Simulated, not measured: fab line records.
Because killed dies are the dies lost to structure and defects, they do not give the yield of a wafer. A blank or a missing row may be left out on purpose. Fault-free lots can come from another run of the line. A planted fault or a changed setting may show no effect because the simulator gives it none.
Comparing a struck lot with a sound one    flow nandHarc    14 steps out of a route of 1302
Sound: the wafers L817.2, L817.3, L817.5. Wafers L825.1, L825.2, L825.5 were the ones struck. The cause comes at the end.
For every step that has rows: the tool of each side, followed by ch and its chambers, followed by its first start. Under that, the readings that differ: sound wafers    struck wafers    difference of the means    sigmas: that difference in standard deviations of wafers without a fault.
alike: readings whose means differ by less than 2 such deviations, and words and numbers that are the same on both sides. not compared: withheld readings, readings that some wafer has no value for, bounds like >300 that may hide the same value, and numbers for which the record gives no deviation and whose values overlap.
A row with sigmas, a row that says differs or no value, or rows on one side alone: a step with any of these is where the two part. Numbers that have no deviation but don't overlap get no sigmas and don't part them. A reading missing from all wafers of one side parts the sides only when that side holds two or more wafers.

NHARC_A_CHANNEL_FILL_D2_ALD_16: deposits SiO2, target thk 1.5 nm, pulse time 10 s, ald cycles 15.
  sound on aldHk-02 ch 2,3, day 13 23:14; struck on aldHk-01 ch 0,2, day 17 14:37
  alike: heaterPowerW, precursorPulseHeightRel
then, 2 steps without rows for these wafers: NHARC_A_CHANNEL_FILL_D2_ANNEAL_17 (time 1800 s); NHARC_A_CHANNEL_FILL_D2_CVD_18 (deposits poly-Si, target thk 3 nm).
NHARC_A_CHANNEL_FILL_D2_ETCHBACK_19: etches the open film in HBr/Cl2, target depth 5 nm, time 1.7 s.
  sound on rieSi-03 ch 1,3, day 14 14:07; struck on rieSi-01 ch 0,2,3, day 18 04:35
reading                   sound        struck       difference  sigmas
drypumpMotorCurrentA (A)  5.1 5.3 5.1  6.2 6.4 5.5  +0.9        +2
  alike: biasW, chamberPressureMTorr, mfcCl2Sccm, oesProductAu, throttleValvePct
  not compared: rfHoursCounterH
NHARC_A_CHANNEL_FILL_D2_ETCHBACK_20: etches the open film in C4F8/O2/Ar, target depth 27 nm, time 13.5 s.
  sound on rieDiel-02 ch 0,2,3, day 14 14:16; struck on rieDiel-02 ch 0,2,3, day 18 04:42
reading              sound              struck             difference  sigmas
biasW (W)            1489 1501 1499     1505 1506 1506     +9          +2
oesProductAu (a.u.)  0.923 0.926 0.922  1.005 1.005 1.012  +0.084      +3
  alike: chamberPressureMTorr, rfVppV
  not compared: rfHoursCounterH
NHARC_A_CHANNEL_FILL_D2_STRIP_28: strips in O2, time 20 s.
  sound on rieDiel-02 ch 0,1,2, day 14 14:21; struck on rieDiel-02 ch 0,1,3, day 18 04:47
  alike: drypumpMotorCurrentA, oesProductAu, rfVppV, showerheadPlenumPTorr, throttleValvePct
  not compared: rfHoursCounterH
then, 4 steps without rows for these wafers: NHARC_A_CHANNEL_FILL_D2_PRECLEAN_21 (cleans in dHF, time 30 s); NHARC_A_CHANNEL_FILL_D2_SRD_23; NHARC_A_CHANNEL_FILL_D2_CVD_05 (deposits poly-Si, target thk 5 nm); NHARC_A_CHANNEL_FILL_D2_ANNEAL_22 (time 7200 s).
NHARC_A_CHANNEL_FILL_D2_THK_MEAS_06: measures by ellipsometry.
  sound on filmMetro-01, day 15 02:09; struck on filmMetro-02, day 18 16:38
  alike: thkNm
then, 1 step without rows for these wafers: NHARC_A_CHANNEL_FILL_D2_ALD_25 (deposits SiOx, target thk 60 nm, pulse time 10 s, ald cycles 600).
NHARC_A_CHANNEL_FILL_D2_ETCHBACK_08: etches the open film in C4F8, target depth 220 nm, time 110 s.
  sound on rieDiel-02 ch 0,1,2, day 15 07:43; struck on rieDiel-02 ch 0,2,3, day 18 22:16
  no value came back on the struck wafers for chamberPressureMTorr (mTorr), oesProductAu (a.u.), rfVppV (V); on the sound wafers chamberPressureMTorr (mTorr) reads 25.012 25.015 24.970
  not compared: rfHoursCounterH
NHARC_A_CHANNEL_FILL_D2_STRIP_29: strips in O2, time 20 s.
  sound on rieDiel-02 ch 0,1,3; struck on rieDiel-02 ch 0,2,3, day 18 22:24
  alike: drypumpMotorCurrentA, oesProductAu, rfVppV, showerheadPlenumPTorr, throttleValvePct
  not compared: rfHoursCounterH

== WHERE THEY PART ==
Earliest at NHARC_A_CHANNEL_FILL_D2_ETCHBACK_19; latest, in this record, at NHARC_A_CHANNEL_FILL_D2_ETCHBACK_08. Later steps at which nothing parts them and some readings are alike: NHARC_A_CHANNEL_FILL_D2_STRIP_29.

WHY: what the simulator had put in
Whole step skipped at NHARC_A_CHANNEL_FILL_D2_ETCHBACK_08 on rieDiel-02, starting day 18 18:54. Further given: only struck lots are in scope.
